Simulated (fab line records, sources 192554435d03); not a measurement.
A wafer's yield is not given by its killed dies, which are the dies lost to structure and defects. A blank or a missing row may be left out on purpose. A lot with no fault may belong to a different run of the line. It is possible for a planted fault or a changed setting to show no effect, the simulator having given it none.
fab line records | flow n5_finfet
record lots=12 | wafers=34 | last_day=19
route steps=1938 shown BEOL_M14@1763 BEOL_M15@1796 PASSIVATION@1936
lots that met no fault: taken from a fault-free run of the same line
start_h: start of the lot's first displayed wafer, in hours after the record's first day | wait_h: hours since the lot's step before | " as in the row above | L1.1+2: one row covering several wafers at once | - either no value or no given start | * or withheld: withheld | < > ~ a bound
route shown NAME@n: NAME is a module with steps in the file, n the number in the route of the first one | usual: mean and standard deviation over wafers with no fault | same: alike in all rows | chamber/n: place in a boat | sites: each site's reading | _std_site: standard deviation of those values | _edge_site: outer sites' mean less inner sites' | radius_mm: how far each site lies from the wafer's centre | mask NAME#n: copy n | behind: the last tool/chamber to shape the wafer | hold: the reason the lot was held/the length of the hold in hours/how it ended | device: the transistor (n, p or np) that didn't switch | end of line: the route-end tests of the same wafers | where a step has no rows: the recipe by itself | killed: at the first sort, the dies lost to defects and structure; wafer yield is something else | map: dies across one wafer; x = killed, . = not, _ = none there
set.NAME: the setting that was run; set.NAME@STEP: the one run at that earlier step | model.NAME: the simulator's own value behind a step, which no gauge read
route steps across a sampled set of lots; one table per step, one row per wafer
services: the hour from which a tool's chamber was out of use, counted from the record's first day as start_h (under 0 if before that day), plus the number of hours and why
## steps
# step N5_BEOL_M14_SPUTTER_44
# recipe material=Ta | target_thk_a=150 | temp_c=50 | bias_v=80 | power_w=15000 | chamber_pressure_pa=0.07 | time_s=24.19
# usual chamber_pressure_pa=0.07/0.00013 | throttle_valve_pct=29.9/1
lot.wafer | tool           | chamber | start_h | wait_h | chamber_pressure_pa | throttle_valve_pct
L501.1    | pvd_sputter-03 | -       | 229.48  | 0.0    | 0.07026             | 28.8
L501.3    | "              | -       | "       | "      | 0.06979             | 28.2
L501.5    | "              | -       | "       | "      | 0.06998             | 31.2
L503.3    | pvd_sputter-01 | -       | 236.55  | 0.0    | 0.07005             | 31.5
L503.4    | "              | -       | "       | "      | 0.07027             | 30.2
L503.6    | "              | -       | "       | "      | 0.06994             | 30.2
L502.2    | pvd_sputter-01 | -       | 237.93  | 0.0    | 0.06993             | 30.0
L502.4    | "              | -       | "       | "      | 0.06996             | 30.5
L502.5    | "              | -       | "       | "      | 0.07022             | 30.5
L504.2    | pvd_sputter-03 | -       | 242.33  | 0.0    | 0.06989             | 28.3
L504.4    | "              | -       | "       | "      | 0.07002             | 31.3
L504.5    | "              | -       | "       | "      | 0.07036             | 31.5
L506.1    | pvd_sputter-02 | -       | 251.32  | 0.0    | 0.06983             | 29.3
L506.2    | "              | -       | "       | "      | 0.06993             | 29.2
L506.6    | "              | -       | "       | "      | 0.07009             | 29.2
L507.2    | pvd_sputter-03 | -       | 253.67  | 0.0    | 0.07022             | 31.4
L507.3    | "              | -       | "       | "      | 0.07029             | 29.1
L507.4    | "              | -       | "       | "      | 0.07021             | 31.0
L508.2    | pvd_sputter-03 | -       | 267.57  | 0.0    | 0.06989             | 28.1
L508.3    | "              | -       | "       | "      | 0.06979             | 31.3
L508.5    | "              | -       | "       | "      | 0.06978             | 31.1
L512.2    | pvd_sputter-01 | -       | 380.14  | 0.0    | 0.06979             | 29.9
L512.4    | "              | -       | "       | "      | 0.07005             | 31.4
L512.6    | "              | -       | "       | "      | 0.06989             | 30.1
L520.3    | pvd_sputter-02 | -       | 410.44  | 0.0    | 0.0699              | 29.1
L520.5    | "              | -       | "       | "      | 0.06989             | 29.3
L523.1    | pvd_sputter-02 | -       | 411.08  | 0.0    | 0.07008             | 28.5
L523.4    | "              | -       | "       | "      | 0.06997             | 29.0
L523.5    | "              | -       | "       | "      | 0.07005             | 29.0
L524.1    | pvd_sputter-03 | -       | 420.78  | 0.0    | 0.0699              | 28.4
L524.3    | "              | -       | "       | "      | 0.06986             | 31.0
L524.6    | "              | -       | "       | "      | 0.06994             | 29.0
L513.3    | pvd_sputter-01 | -       | 421.27  | 0.0    | 0.07004             | 29.9
L513.4    | "              | -       | "       | "      | 0.07029             | 30.6
# step N5_BEOL_M15_COAT_60
# recipe resist=BARC | temp_c=205 | time_s=60 | spin_rpm=1500 | resist_thk_nm=89
# usual dispense_pressure_kPa=50.0/2.6 | heater_power_total_W=391.7/1.3 | run_length_s=66.05/0.18
lot.wafer | tool           | chamber | start_h | wait_h | dispense_pressure_kPa | heater_power_total_W | run_length_s
L501.1    | litho_track-03 | 0       | 232.71  | 0.3    | 47.0                  | 389.8                | 65.95
L501.3    | "              | 0       | "       | "      | 47.0                  | 390.4                | 65.77
L501.5    | "              | 0       | "       | "      | 46.9                  | 390.9                | 65.79
L503.3    | litho_track-04 | 0       | 239.50  | 0.3    | 50.0                  | 390.8                | 66.01
L503.4    | "              | 0       | "       | "      | 50.0                  | 393.2                | 66.06
L503.6    | "              | 0       | "       | "      | 49.9                  | 391.8                | 66.06
L502.2    | litho_track-03 | 0       | 241.51  | 0.3    | 46.9                  | 392.3                | 65.85
L502.4    | "              | 0       | "       | "      | 47.0                  | 393.3                | 65.88
L502.5    | "              | 0       | "       | "      | 47.0                  | 394.0                | 65.86
L504.2    | litho_track-04 | 0       | 245.38  | 0.3    | 49.9                  | 392.4                | 66.03
L504.4    | "              | 0       | "       | "      | 49.9                  | 392.5                | 66.11
L504.5    | "              | 0       | "       | "      | 50.0                  | 389.7                | 66.22
L506.1    | litho_track-02 | 0       | 254.51  | 0.3    | 53.2                  | 391.1                | 66.15
L506.2    | "              | 0       | "       | "      | 53.3                  | 391.7                | 66.12
L506.6    | "              | 0       | "       | "      | 53.3                  | 393.8                | 66.09
L507.2    | litho_track-03 | 0       | 257.76  | 0.3    | 47.0                  | 390.0                | 65.95
L507.3    | "              | 0       | "       | "      | 47.0                  | 390.6                | 65.77
L507.4    | "              | 0       | "       | "      | 47.0                  | 392.2                | 65.97
L508.2    | litho_track-02 | 0       | 270.58  | 0.3    | 53.2                  | 392.2                | 66.21
L508.3    | "              | 0       | "       | "      | 53.3                  | 392.3                | 66.30
L508.5    | "              | 0       | "       | "      | 53.3                  | 393.2                | 66.06
L512.2    | litho_track-03 | 0       | 383.40  | 0.3    | 47.0                  | 389.9                | 65.86
L512.4    | "              | 0       | "       | "      | 47.0                  | 391.7                | 66.13
L512.6    | "              | 0       | "       | "      | 47.0                  | 390.7                | 65.84
L520.3    | litho_track-03 | 0       | 413.38  | 0.3    | 47.0                  | 422.1                | 59.36
L520.5    | "              | 0       | "       | "      | 47.1                  | 391.1                | 65.88
L523.1    | litho_track-03 | 0       | 414.00  | 0.3    | 47.0                  | 422.9                | 59.31
L523.4    | "              | 0       | "       | "      | 47.1                  | 392.2                | 66.07
L523.5    | "              | 0       | "       | "      | 47.0                  | 390.5                | 65.85
L524.1    | litho_track-04 | 0       | 423.99  | 0.3    | 50.0                  | 391.1                | 66.19
L524.3    | "              | 0       | "       | "      | 50.0                  | 390.8                | 66.23
L524.6    | "              | 0       | "       | "      | 50.0                  | 390.0                | 66.24
L513.3    | litho_track-03 | 0       | 424.18  | 0.3    | 47.1                  | 422.7                | 59.36
L513.4    | "              | 0       | "       | "      | 47.1                  | 394.0                | 65.94
# step N5_BEOL_M15_CD_MEAS_28
# recipe target_cd_nm=407.6 | landing_energy_ev=500 | detector=se_inlens
# usual cd_nm=407.3/1.9
lot.wafer | tool      | chamber | start_h | wait_h | cd_nm
L501.1    | cd_sem-02 | 0       | 232.98  | -      | 408.3
L501.3    | "         | 0       | "       | "      | 408.8
L501.5    | "         | 0       | "       | "      | 406.3
L503.3    | cd_sem-03 | 0       | 239.77  | -      | 406.9
L503.4    | "         | 0       | "       | "      | 407.0
L503.6    | "         | 0       | "       | "      | 406.3
L502.2    | cd_sem-02 | 0       | 241.90  | -      | 411.8
L502.4    | "         | 0       | "       | "      | 411.0
L502.5    | "         | 0       | "       | "      | 407.7
L504.2    | cd_sem-01 | 0       | 245.67  | -      | 408.6
L504.4    | "         | 0       | "       | "      | 410.8
L504.5    | "         | 0       | "       | "      | 409.9
L506.1    | cd_sem-02 | 0       | 254.78  | -      | 405.9
L506.2    | "         | 0       | "       | "      | 406.9
L506.6    | "         | 0       | "       | "      | 408.4
L507.2    | cd_sem-02 | 0       | 258.16  | -      | 406.4
L507.3    | "         | 0       | "       | "      | 407.5
L507.4    | "         | 0       | "       | "      | 409.0
L508.2    | cd_sem-03 | 0       | 270.85  | -      | 408.6
L508.3    | "         | 0       | "       | "      | 407.2
L508.5    | "         | 0       | "       | "      | 404.6
L512.2    | cd_sem-02 | 0       | 383.79  | -      | 404.3
L512.4    | "         | 0       | "       | "      | 408.3
L512.6    | "         | 0       | "       | "      | 405.9
L520.3    | cd_sem-01 | 0       | 413.78  | -      | 408.1
L520.5    | "         | 0       | "       | "      | 408.1
L523.1    | cd_sem-02 | 0       | 414.42  | -      | 407.1
L523.4    | "         | 0       | "       | "      | 407.9
L523.5    | "         | 0       | "       | "      | 407.6
L524.1    | cd_sem-01 | 0       | 424.26  | -      | 406.4
L524.3    | "         | 0       | "       | "      | 407.7
L524.6    | "         | 0       | "       | "      | 407.9
L513.3    | cd_sem-03 | 0       | 424.58  | -      | 406.6
L513.4    | "         | 0       | "       | "      | 406.5
# step N5_BEOL_M15_INSPECT_30
# recipe mode=adi | inspect_instrument=macro
# usual raw_defect_count=2.0/1.4
lot.wafer | tool              | chamber | start_h | wait_h | raw_defect_count
L501.1    | defect_inspect-01 | -       | 234.58  | 1.6    | 2
L501.3    | "                 | -       | "       | "      | 1
L501.5    | "                 | -       | "       | "      | 2
L503.3    | defect_inspect-02 | -       | 239.82  | 0.0    | 3
L503.4    | "                 | -       | "       | "      | 1
L503.6    | "                 | -       | "       | "      | 0
L502.2    | defect_inspect-01 | -       | 241.96  | 0.0    | 2
L502.4    | "                 | -       | "       | "      | 2
L502.5    | "                 | -       | "       | "      | 3
L504.2    | defect_inspect-01 | -       | 245.72  | 0.0    | 0
L504.4    | "                 | -       | "       | "      | 2
L504.5    | "                 | -       | "       | "      | 4
L506.1    | defect_inspect-01 | -       | 254.84  | 0.0    | 3
L506.2    | "                 | -       | "       | "      | 1
L506.6    | "                 | -       | "       | "      | 2
L507.2    | defect_inspect-01 | -       | 258.21  | 0.0    | 2
L507.3    | "                 | -       | "       | "      | 2
L507.4    | "                 | -       | "       | "      | 1
L508.2    | defect_inspect-01 | -       | 270.90  | 0.0    | 2
L508.3    | "                 | -       | "       | "      | 1
L508.5    | "                 | -       | "       | "      | 1
L512.2    | defect_inspect-01 | -       | 383.85  | 0.0    | 4
L512.4    | "                 | -       | "       | "      | 1
L512.6    | "                 | -       | "       | "      | 3
L520.3    | defect_inspect-01 | -       | 413.83  | 0.0    | 2
L520.5    | "                 | -       | "       | "      | 0
L523.1    | defect_inspect-02 | -       | 414.47  | 0.0    | 0
L523.4    | "                 | -       | "       | "      | 2
L523.5    | "                 | -       | "       | "      | 4
L524.1    | defect_inspect-01 | -       | 424.32  | 0.0    | 4
L524.3    | "                 | -       | "       | "      | 1
L524.6    | "                 | -       | "       | "      | 4
L513.3    | defect_inspect-01 | -       | 424.63  | 0.0    | 0
L513.4    | "                 | -       | "       | "      | 1
# step N5_PASSIVATION_PROBE_49
# usual defect_limited_yield=91.0/1.5 | killed_at_M0_to_M3=32/9.6 | killed_at_M4_up=13/4.7 | killed_at_contacts=13/7.2 | killed_at_front_end=44/13 | killed_at_other=4/3.4 | killed_dies=106/18 | killed_open=70/13 | killed_short=35/8 | sort_bin_5_function=5.3/0.97 | sort_bin_6_memory=3.4/0.73 | sort_n_pass=1074/18 | sort_yield_pct=91.0/1.5
# same gross_dies=1180 | killed_at_back_side=0 | sort_bin_4_leakage[%]=0 | sort_bin_8_speed[%]=0
lot.wafer | tool      | chamber | start_h | wait_h | defect_limited_yield[%] | killed_at_M0_to_M3 | killed_at_M4_up | killed_at_contacts | killed_at_front_end | killed_at_other | killed_dies | killed_open | killed_short | sort_bin_5_function[%] | sort_bin_6_memory[%] | sort_n_pass | sort_yield_pct[%]
L520.5    | prober-01 | -       | 433.04  | 0.3    | 91.2                    | 33                 | 17              | 15                 | 38                  | 1               | 104         | 66          | 36           | 5.2                    | 3.1                  | 1076        | 91.2
# killed by level:class
L520.5 BEOL_M0_SAQP:geometric_particle:short=12 FIN_SAQP:geometric_particle:open=10 MOL_CONTACT_COAG:geometric_particle:open=10 BEOL_M4:geometric_particle:open=7 BEOL_M0_SAQP:geometric_particle:open=6 BEOL_M5:geometric_particle:open=6 FIN_SAQP:geometric_particle:short=5 DUMMY_GATE:geometric_particle:open=5
## services
tool           | chamber | start_h | hours | kind
pvd_sputter-01 | -       | 273.00  | 6.9   | repair
litho_track-02 | -       | 275.25  | -     | consumable_replace:filter
litho_track-03 | -       | 281.34  | -     | consumable_replace:filter
litho_track-04 | -       | 287.53  | -     | consumable_replace:filter
pvd_sputter-01 | -       | 303.61  | 2.6   | repair
pvd_sputter-01 | -       | 340.71  | 0.5   | repair
litho_track-04 | -       | 347.04  | -     | consumable_replace:filter
pvd_sputter-01 | -       | 361.77  | 2.6   | repair
pvd_sputter-03 | -       | 381.99  | 4.0   | repair
pvd_sputter-01 | -       | 393.31  | 2.4   | repair
## key
first_sign step=N5_BEOL_M15_COAT_60 | reading=run_length_s | direction=down | sigmas=38 | usual=* | struck=*
effect step=N5_BEOL_M15_COAT_60 | reading=heater_power_total_W | direction=up | sigmas=24 | usual=* | struck=*
met_at N5_BEOL_M15_COAT_60
struck_lots L513,L520,L523
struck_wafers L513.3,L520.3,L523.1
not_acting_at N5_BEOL_M14_SPUTTER_44,N5_BEOL_M15_CD_MEAS_28,N5_BEOL_M15_INSPECT_30
onset_between 383.40 413.38
fault kind=process_parameter_drift | tool=litho_track-03 | chamber=- | onset_h=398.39 | steps=N5_BEOL_M15_COAT_60 | channel=time_s | offset=* | shape=step | end_h=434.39 | scope=struck_wafers_only | acts_in=* | stated=*
